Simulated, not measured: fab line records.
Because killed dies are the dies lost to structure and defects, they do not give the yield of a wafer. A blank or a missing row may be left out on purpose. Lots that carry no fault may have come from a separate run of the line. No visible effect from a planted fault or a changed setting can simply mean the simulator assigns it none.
A struck lot beside a sound one | flow nand-harc | 15 steps out of a route of 1302
Sound: the wafers L572.2, L572.4, L572.5. The struck wafers were L577.4, L577.5, L577.6. At the end, the cause is stated.
At each step with rows: each side's tool, then ch and its chambers, then its first start. Under that, the readings that differ: sound wafers | struck wafers | difference of the means | sigmas: that difference in standard deviations of wafers without a fault.
alike: a reading whose means differ by less than 2 such deviations, as well as words and numbers matching on both sides. not compared: withheld readings; readings where some wafer has no value; bounds like >300 that might hide an equal value; numbers whose values overlap and for which the record gives no deviation.
A row with sigmas, a row that says differs or no value, or rows on one side alone: a step with any of these is where the two part. When numbers do not overlap yet have no deviation, they are printed without sigmas and do not part them. A reading missing from all wafers of one side parts the sides only when that side holds two or more wafers.

first, 8 steps without rows for these wafers: NHARC_P_ZERO_WELL_HMDS_04 (time 30 s); NHARC_P_ZERO_WELL_COAT_64 (time 65 s); NHARC_P_ZERO_WELL_COAT_05 (resist thk 600 nm); NHARC_P_ZERO_WELL_SOFTBAKE_06 (time 70 s); NHARC_P_ZERO_WELL_EBR_07; NHARC_P_ZERO_WELL_EXPOSE_08 (exposes mask P ZERO, target cd 500 nm); NHARC_P_ZERO_WELL_PEB_09 (peb time 80 s); NHARC_P_ZERO_WELL_DEVELOP_10 (time 50 s).
NHARC_P_ZERO_WELL_CD_MEAS_11 targets a cd of 500 nm.
  sound on cd-sem-01 ch 0, day 6 11:14; struck on cd-sem-01 ch 0, day 8 13:07
  alike: cd-nm
then, 1 step without rows for these wafers: NHARC_P_ZERO_WELL_HARDBAKE_12 (time 65 s).
NHARC_P_ZERO_WELL_DESCUM_13: chemistry O2, time 3 s.
  sound on rie-diel-07 ch 0,1,2, day 6 11:24; struck on rie-diel-07 ch 2,3, day 8 13:17
  alike: drypump-motor-current-A, oes-product-au, rf-vpp-V, showerhead-plenum-p-Torr, throttle-valve-pct
  not compared: rf-hours-counter-h
NHARC_P_ZERO_WELL_ETCH_65: etches the open film in N2/H2, target depth 80 nm, overetch 24 nm, time 87.88 s.
  sound on rie-diel-07 ch 1,3, day 6 11:29; struck on rie-diel-07 ch 2,3, day 8 13:22
  alike: bias-w, chamber-pressure-mTorr, drypump-motor-current-A, oes-product-au, rf-vpp-V, showerhead-plenum-p-Torr, throttle-valve-pct
  not compared: rf-hours-counter-h
NHARC_P_ZERO_WELL_ETCH_62: etches the open film in CHF3/Ar, target depth 13 nm, time 6.5 s.
  sound on rie-diel-07 ch 0,2,3, day 6 11:35; struck on rie-diel-07 ch 2,3, day 8 13:27
  no value came back on the struck wafers for any of 8 readings (bias-w (W), chamber-pressure-mTorr (mTorr) and others); on the sound wafers bias-w (W) reads 199.4 200.3 199.2
  not compared: rf-hours-counter-h
NHARC_P_ZERO_WELL_ETCH_63: etches the open film in HBr/Cl2, target depth 120 nm, time 40.1 s.
  sound on rie-si-02 ch 1,2, day 6 11:39; struck on rie-si-04 ch 2,3, day 8 13:32
  reading               | sound             | struck            | difference | sigmas
  oes-product-au (a.u.) | 0.989 1.015 1.030 | 0.980 0.973 0.990 | -0.030     | -2
  alike: bias-w, chamber-pressure-mTorr, drypump-motor-current-A, throttle-valve-pct
  not compared: rf-hours-counter-h
-- the record jumps here: 23 days lie between the struck wafers' starts before and after (it left off in module P_ZERO_WELL and takes up again in module END, whose first step shown is number 1302 of the route) --
NHARC_END_SORT_01:
  the record has rows for the struck wafers here (prober-01 ch 0, day 31 21:34) and none for the sound ones

WHERE THEY PART
First at NHARC_P_ZERO_WELL_ETCH_62; last, within this record, at NHARC_END_SORT_01.

WHY: what had been put in by the simulator
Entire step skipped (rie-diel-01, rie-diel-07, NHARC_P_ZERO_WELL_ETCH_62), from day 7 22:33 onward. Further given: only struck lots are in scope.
